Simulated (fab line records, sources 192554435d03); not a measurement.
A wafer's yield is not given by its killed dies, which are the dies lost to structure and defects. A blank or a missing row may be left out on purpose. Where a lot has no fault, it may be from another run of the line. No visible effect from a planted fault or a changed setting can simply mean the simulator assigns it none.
A lot that was struck, set against a sound lot    flow n5 finfet    14 steps out of a route of 1938
Sound: wafers L220.1, L220.3, L220.5. Struck: wafer L209.6 (left out: L209.3, a lot-mate that was not struck); the cause follows at the end.
Order at every step that has rows: each side's tool, ch and its chambers, its first start. Under that, the readings that differ: sound wafers    struck wafers    difference of the means    sigmas: that difference in standard deviations of wafers without a fault.
alike: a reading whose means differ by less than 2 such deviations, as well as words and numbers matching on both sides. not compared: withheld readings; readings where some wafer has no value; bounds like >300 that might hide an equal value; numbers whose values overlap and for which the record gives no deviation.
The two part at a step that has a row with sigmas, a row that says differs or no value, or rows on one side only. Non-overlapping numbers with no deviation appear without sigmas and do not part them. A reading that every wafer of one side lacks parts them only if that side has two wafers or more.

first, 2 steps without rows for these wafers: N5_BEOL_M12_PRECLEAN_39 (cleans in residue remover, time 60 s); N5_BEOL_M12_SRD_40 (time 30 s, dry time 30 s).
N5_BEOL_M12_DEGAS_41: time 60 s.
  sound: pvd sputter-01 at day 15 10:44; struck: pvd sputter-03 at day 12 16:17
  alike: heater power w
N5_BEOL_M12_PRE_CLEAN_42: time 30 s.
  sound: pvd sputter-01 at day 15 10:47; struck: pvd sputter-03 at day 12 16:20
  alike: heater power w
N5_BEOL_M12_SPUTTER_43: material TaN, target thk 15 nm, time 24.19 s.
  sound: pvd sputter-01 at day 15 10:49; struck: pvd sputter-03 at day 12 16:22
reading                 sound           struck  difference  sigmas
throttle valve pct (%)  27.2 30.6 28.2  31.8    +3.1        +3
N5_BEOL_M12_SPUTTER_44: material Ta, target thk 10 nm, time 16.13 s.
  sound: pvd sputter-01 at day 15 10:54; struck: pvd sputter-03 at day 12 16:27
reading                 sound           struck  difference  sigmas
throttle valve pct (%)  27.4 30.2 28.0  31.6    +3.1        +3
N5_BEOL_M12_SPUTTER_45: material Cu, target thk 80 nm, time 13.33 s.
  sound: pvd sputter-01 at day 15 10:59; struck: pvd sputter-03 at day 12 16:32
reading                 sound           struck  difference  sigmas
throttle valve pct (%)  27.5 30.4 28.3  31.7    +3.0        +3
then, 3 steps without rows for these wafers: N5_BEOL_M12_ECD_47 (material Cu, target thk 720 nm); N5_BEOL_M12_ANNEAL_48 (time 90 s); N5_BEOL_M12_CMP_49 (polishes, stops on SiOC, t overpolish 20.6 s, target thk 320 nm).
N5_BEOL_M12_THK_MEAS_50: measures by xrf.
  sound: film metro-02 at day 15 11:51; struck: film metro-01 at day 12 17:32
  alike: M12_THK
then, 1 step without rows for these wafers: N5_BEOL_M12_PRE_CLEAN_52 (time 15 s).
N5_BEOL_M12_DEP_53: deposits SiCN from 3MS/NH3, target thk 30 nm, time 10.5 s.
  sound on pecvd-04 ch 0,1,2, day 15 11:55; struck on pecvd-03 ch 0, day 12 17:35
reading                                    sound           struck  difference  sigmas
throttle valve pct (%)                     17.5 18.6 18.5  20.2    +2.0        +2
model.SiCN_of_BEOL_M12_DEP_53.thk nm (nm)  29.8 30 30.4    28.6    -1.5        
  alike: showerhead plenum p Torr
  not compared: since wet clean h
N5_BEOL_M12_RS_MEAS_54: measures by four-point-probe.
  sound: film metro-01 at day 15 11:58; struck: film metro-01 at day 12 17:40
  alike: M12_RS

## WHERE THEY PART
At N5_BEOL_M12_SPUTTER_43 first; at N5_BEOL_M12_DEP_53 last (within this record only). Later steps at which nothing parts them and some readings are alike: N5_BEOL_M12_RS_MEAS_54.

WHY: what the simulator had put in
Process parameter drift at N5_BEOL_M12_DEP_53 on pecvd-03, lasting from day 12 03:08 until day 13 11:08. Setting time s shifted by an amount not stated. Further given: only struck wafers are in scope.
